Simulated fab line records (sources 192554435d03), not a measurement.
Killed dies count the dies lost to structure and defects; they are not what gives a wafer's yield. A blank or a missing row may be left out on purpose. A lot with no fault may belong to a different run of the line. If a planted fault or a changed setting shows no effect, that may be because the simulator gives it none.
Which tool was responsible?	flow n5Finfet	24 lots with 72 wafers sampled at 6 steps, on a route of 1938 steps

## WHAT EACH GAUGE READ, for each wafer
N5_BEOL_M9_THK_MEAS_01.
lot	measured	on	M9_ILD_THK (nm)
L074	day 9 13:29	filmMetro-01	265 266 265
L076	day 9 18:26	filmMetro-01	269 267 268
L075	day 10 06:39	filmMetro-02	265 261 268
L077	day 10 12:02	filmMetro-02	268 275 271
L078	day 10 17:17	filmMetro-02	269 268 271
L079	day 11 01:16	filmMetro-01	264 268 263
L081	day 11 06:32	filmMetro-02	271 272 272
L080	day 11 09:28	filmMetro-02	271 266 269
L082	day 11 13:43	filmMetro-01	272 271 276
L083	day 11 19:24	filmMetro-01	267 269 276
L085	day 12 05:57	filmMetro-02	267 261 263
L084	day 12 06:13	filmMetro-02	268 262 268
L086	day 12 14:19	filmMetro-01	269 265 274
L087	day 12 20:03	filmMetro-02	263 273 273
L088	day 13 03:02	filmMetro-02	269 263 271
L090	day 13 11:09	filmMetro-02	262 261 270
L089	day 13 20:02	filmMetro-01	272 272 276
L092	day 14 08:07	filmMetro-01	274 270 280
L095	day 14 20:39	filmMetro-01	265 271 268
L093	day 14 21:08	filmMetro-01	271 270 273
L091	day 14 21:39	filmMetro-01	266 276 271
L094	day 15 04:57	filmMetro-02	268 272 267
L096	day 15 15:54	filmMetro-01	261 269 268
L097	day 15 15:35	filmMetro-01	273 270 277

N5_BEOL_M9_INSPECT_30: inspects for defects (brightfield).
lot	measured	on	rawDefectCount
L074	day 9 17:28	defectInspect-02	460 510 552
L076	day 9 23:29	defectInspect-02	320 473 351
L075	day 10 09:15	defectInspect-02	444 446 372
L077	day 10 14:10	defectInspect-01	312 258 309
L078	day 10 22:35	defectInspect-01	472 453 473
L079	day 11 05:38	defectInspect-02	480 422 483
L081	day 11 09:52	defectInspect-01	405 380 530
L080	day 11 11:14	defectInspect-02	449 428 400
L082	day 11 18:26	defectInspect-02	324 269 344
L083	day 12 00:22	defectInspect-01	364 449 372
L085	day 12 09:01	defectInspect-02	403 309 466
L084	day 12 09:28	defectInspect-02	376 360 298
L086	day 12 21:38	defectInspect-02	407 321 430
L087	day 12 23:34	defectInspect-02	336 376 383
L088	day 13 05:22	defectInspect-01	606 464 378
L090	day 13 15:37	defectInspect-01	426 522 422
L089	day 14 01:38	defectInspect-02	432 380 481
L092	day 14 13:01	defectInspect-02	318 555 337
L095	day 15 00:28	defectInspect-02	455 406 376
L093	day 15 00:36	defectInspect-02	257 340 460
L091	day 15 01:23	defectInspect-02	363 239 324
L094	day 15 08:21	defectInspect-02	407 380 470
L096	day 15 21:25	defectInspect-02	273 259 367
L097	day 15 22:30	defectInspect-01	458 376 576

N5_BEOL_M9_CD_MEAS_35: target cd 70 nm, target cd y 40 nm.
lot	measured	on	cdNm (nm)
L074	day 9 18:07	cdSem-03	71.2 70.3 70.3
L076	day 10 00:08	cdSem-02	70.6 70.6 70.7
L075	day 10 10:04	cdSem-03	69.9 70.5 69.4
L077	day 10 14:49	cdSem-02	68.8 70.4 70.7
L078	day 10 23:13	cdSem-02	71.4 70.2 68.8
L079	day 11 06:17	cdSem-02	69.3 68.3 70.1
L081	day 11 10:31	cdSem-02	71.0 68.5 70.2
L080	day 11 11:52	cdSem-02	70.7 70.1 69.3
L082	day 11 19:05	cdSem-01	68.3 69.7 71.3
L083	day 12 01:01	cdSem-03	69.4 70.7 68.0
L085	day 12 09:40	cdSem-02	69.5 69.4 70.3
L084	day 12 10:07	cdSem-01	69.9 68.7 70.6
L086	day 12 22:17	cdSem-02	70.0 69.3 69.8
L087	day 13 00:20	cdSem-01	68.8 70.5 68.6
L088	day 13 06:01	cdSem-02	70.1 69.8 69.8
L090	day 13 16:16	cdSem-02	70.0 70.8 68.4
L089	day 14 02:20	cdSem-02	68.4 71.1 69.5
L092	day 14 13:40	cdSem-03	70.0 69.5 69.0
L095	day 15 01:08	cdSem-01	70.1 69.4 70.0
L093	day 15 01:34	cdSem-02	70.3 68.9 70.2
L091	day 15 02:02	cdSem-03	69.9 69.2 69.0
L094	day 15 09:00	cdSem-03	68.2 69.7 69.7
L096	day 15 22:03	cdSem-01	70.8 70.3 70.6
L097	day 15 23:08	cdSem-01	68.6 70.1 69.1

## TOOL THAT RAN EACH LOT (tool first, then ch and the chambers of the sampled wafers, then the start)
lot	N5_BEOL_M8_DEGAS_44	N5_BEOL_M8_ANNEAL_51	N5_BEOL_M9_STRIP_36
L074	pvdSputter-01, day 9 11:11	rtpAnneal-02 ch 0, day 9 12:07	rieDiel-04 ch 0,2,3, day 9 17:45
L076	pvdSputter-01, day 9 16:03	rtpAnneal-02 ch 0, day 9 17:04	rieDiel-06 ch 0,1, day 9 23:46
L075	pvdSputter-02, day 10 01:17	rtpAnneal-01 ch 0, day 10 05:01	rieDiel-06 ch 1,2,3, day 10 09:41
L077	pvdSputter-02, day 10 04:04	rtpAnneal-02 ch 0, day 10 10:43	rieDiel-06 ch 2,3, day 10 14:26
L078	pvdSputter-02, day 10 11:27	rtpAnneal-02 ch 0, day 10 15:39	rieDiel-06 ch 1,2,3, day 10 22:52
L079	pvdSputter-01, day 10 18:56	rtpAnneal-02 ch 0, day 10 23:47	rieDiel-05 ch 0,2,3, day 11 05:55
L081	pvdSputter-03, day 11 02:43	rtpAnneal-01 ch 0, day 11 05:17	rieDiel-05 ch 1,2, day 11 10:08
L080	pvdSputter-03, day 11 07:14	rtpAnneal-02 ch 0, day 11 08:06	rieDiel-06 ch 1,2, day 11 11:30
L082	pvdSputter-02, day 11 11:26	rtpAnneal-02 ch 0, day 11 12:20	rieDiel-06 ch 0,3, day 11 18:43
L083	pvdSputter-01, day 11 16:49	rtpAnneal-01 ch 0, day 11 17:53	rieDiel-06 ch 1,2, day 12 00:39
L085	pvdSputter-01, day 12 01:59	rtpAnneal-02 ch 0, day 12 03:50	rieDiel-05 ch 0,3, day 12 09:17
L084	pvdSputter-03, day 12 02:16	rtpAnneal-02 ch 0, day 12 04:07	rieDiel-05 ch 0,1,3, day 12 09:45
L086	pvdSputter-02, day 12 11:14	rtpAnneal-01 ch 0, day 12 12:28	rieDiel-05 ch 1,3, day 12 21:55
L087	pvdSputter-02, day 12 17:27	rtpAnneal-02 ch 0, day 12 18:41	rieDiel-06 ch 1,3, day 12 23:57
L088	pvdSputter-01, day 13 00:15	rtpAnneal-01 ch 0, day 13 01:38	rieDiel-06 ch 1,2,3, day 13 05:39
L090	pvdSputter-01, day 13 07:01	rtpAnneal-01 ch 0, day 13 09:44	rieDiel-05 ch 0,1, day 13 15:53
L089	pvdSputter-03, day 13 17:11	rtpAnneal-02 ch 0, day 13 18:33	rieDiel-06 ch 0,1, day 14 01:58
L092	pvdSputter-01, day 14 04:25	rtpAnneal-02 ch 0, day 14 05:33	rieDiel-04 ch 0,1,3, day 14 13:18
L095	pvdSputter-02, day 14 18:02	rtpAnneal-01 ch 0, day 14 19:11	rieDiel-04 ch 0,1,3, day 15 00:45
L093	pvdSputter-01, day 14 18:09	rtpAnneal-01 ch 0, day 14 19:25	rieDiel-06 ch 0,1, day 15 01:11
L091	pvdSputter-02, day 14 18:20	rtpAnneal-02 ch 0, day 14 19:41	rieDiel-05 ch 1,2,3, day 15 01:40
L094	pvdSputter-01, day 15 01:53	rtpAnneal-01 ch 0, day 15 03:37	rieDiel-04 ch 0,3, day 15 08:38
L096	pvdSputter-01, day 15 13:14	rtpAnneal-02 ch 0, day 15 14:03	rieDiel-05 ch 0,3, day 15 21:41
L097	pvdSputter-01, day 15 13:19	rtpAnneal-01 ch 0, day 15 14:20	rieDiel-05 ch 0,1,2, day 15 22:46
- N5_BEOL_M8_DEGAS_44: time 60 s.
- N5_BEOL_M8_ANNEAL_51: time 90 s.
- N5_BEOL_M9_STRIP_36: strips in N2/H2.

## AS READ BY THE TOOLS THEMSELVES (means over the sampled wafers that have a number; for cases with no such wafer, the mark the record gives instead)
N5_BEOL_M8_DEGAS_44.
lot	tool	heaterPowerW (W)
L074	pvdSputter-01	336
L076	pvdSputter-01	369
L075	pvdSputter-02	311
L077	pvdSputter-02	312
L078	pvdSputter-02	313
L079	pvdSputter-01	309
L081	pvdSputter-03	346
L080	pvdSputter-03	337
L082	pvdSputter-02	290
L083	pvdSputter-01	347
L085	pvdSputter-01	347
L084	pvdSputter-03	340
L086	pvdSputter-02	311
L087	pvdSputter-02	310
L088	pvdSputter-01	337
L090	pvdSputter-01	367
L089	pvdSputter-03	355
L092	pvdSputter-01	349
L095	pvdSputter-02	294
L093	pvdSputter-01	329
L091	pvdSputter-02	315
L094	pvdSputter-01	361
L096	pvdSputter-01	351
L097	pvdSputter-01	308

N5_BEOL_M8_ANNEAL_51.
lot	tool	wafer_temp_C_max
L074	rtpAnneal-02	226.8
L076	rtpAnneal-02	226.2
L075	rtpAnneal-01	225.6
L077	rtpAnneal-02	226.3
L078	rtpAnneal-02	226.5
L079	rtpAnneal-02	226.5
L081	rtpAnneal-01	225.8
L080	rtpAnneal-02	226.7
L082	rtpAnneal-02	226.4
L083	rtpAnneal-01	225.9
L085	rtpAnneal-02	226.6
L084	rtpAnneal-02	226.2
L086	rtpAnneal-01	226.0
L087	rtpAnneal-02	226.5
L088	rtpAnneal-01	226.0
L090	rtpAnneal-01	226.1
L089	rtpAnneal-02	226.2
L092	rtpAnneal-02	226.3
L095	rtpAnneal-01	225.5
L093	rtpAnneal-01	225.8
L091	rtpAnneal-02	226.6
L094	rtpAnneal-01	226.0
L096	rtpAnneal-02	226.4
L097	rtpAnneal-01	225.9

N5_BEOL_M9_STRIP_36.
lot	tool	drypumpMotorCurrentA (A)	oesProductAu (a.u.)	powerW (W)	rfVppV (V)	showerheadPlenumPTorr (Torr)	throttleValvePct (%)
L074	rieDiel-04	5.2	0.91	450.0	58.8	2.52	23.5
L076	rieDiel-06	5.4	0.75	448.9	58.4	2.58	24.0
L075	rieDiel-06	5.6	0.82	449.3	58.4	2.54	23.6
L077	rieDiel-06	5.1	0.83	451.3	59.5	2.47	23.8
L078	rieDiel-06	5.6	0.82	451.6	60.3	2.54	23.6
L079	rieDiel-05	5.5	0.75	450.0	58.9	2.54	23.7
L081	rieDiel-05	5.8	0.82	450.5	59.2	2.56	23.4
L080	rieDiel-06	5.8	0.79	450.5	59.0	2.52	23.8
L082	rieDiel-06	4.9	0.79	449.6	58.3	2.50	23.9
L083	rieDiel-06	6.1	0.81	451.0	59.4	2.59	23.5
L085	rieDiel-05	5.3	0.71	449.0	57.6	2.50	24.0
L084	rieDiel-05	5.5	0.73	450.8	58.7	2.53	23.7
L086	rieDiel-05	5.7	0.70	448.8	59.6	2.59	23.5
L087	rieDiel-06	5.3	0.84	449.8	59.9	2.54	23.5
L088	rieDiel-06	5.6	0.80	449.0	59.3	2.53	23.7
L090	rieDiel-05	5.6	0.77	452.8	58.7	2.51	23.7
L089	rieDiel-06	5.9	0.85	448.2	58.9	2.62	23.6
L092	rieDiel-04	5.3	0.81	449.9	59.0	2.48	23.6
L095	rieDiel-04	5.3	0.81	451.1	58.2	2.48	23.6
L093	rieDiel-06	5.4	0.90	449.8	61.2	2.56	23.9
L091	rieDiel-05	5.8	0.84	449.8	58.5	2.56	23.4
L094	rieDiel-04	5.3	0.87	449.1	59.8	2.47	23.5
L096	rieDiel-05	5.5	0.87	448.4	60.1	2.54	23.5
L097	rieDiel-05	5.6	0.77	449.9	59.6	2.50	23.7

## THE ANSWER, worked out from the rows above alone
Rule: the usual values come from the lots themselves. Put in order of their means at a reading, lots are off if they are a third of the lots or fewer, leave a main group of 4 or more, and stand apart from it by a gap of 3 or more times the standard deviation of the main group's means; of several such gaps the widest counts. A main group is skipped when, at the precision printed for the reading in the tables above, its means are all equal. Also off: a lot with no number at a reading for which 4 or more lots have one. All remaining lots with rows at the step are treated as sound. Order of review: gauges by route order, followed by the tools' own readings, for which a lot's mean as printed above is used. The first step at which some lot is off is used, and at that step the reading that is off furthest; a lot without a number counts as furthest.
No lot is off on any of the readings shown, so nothing can be concluded from this.

## WHAT THE SIMULATOR HAD INSERTED
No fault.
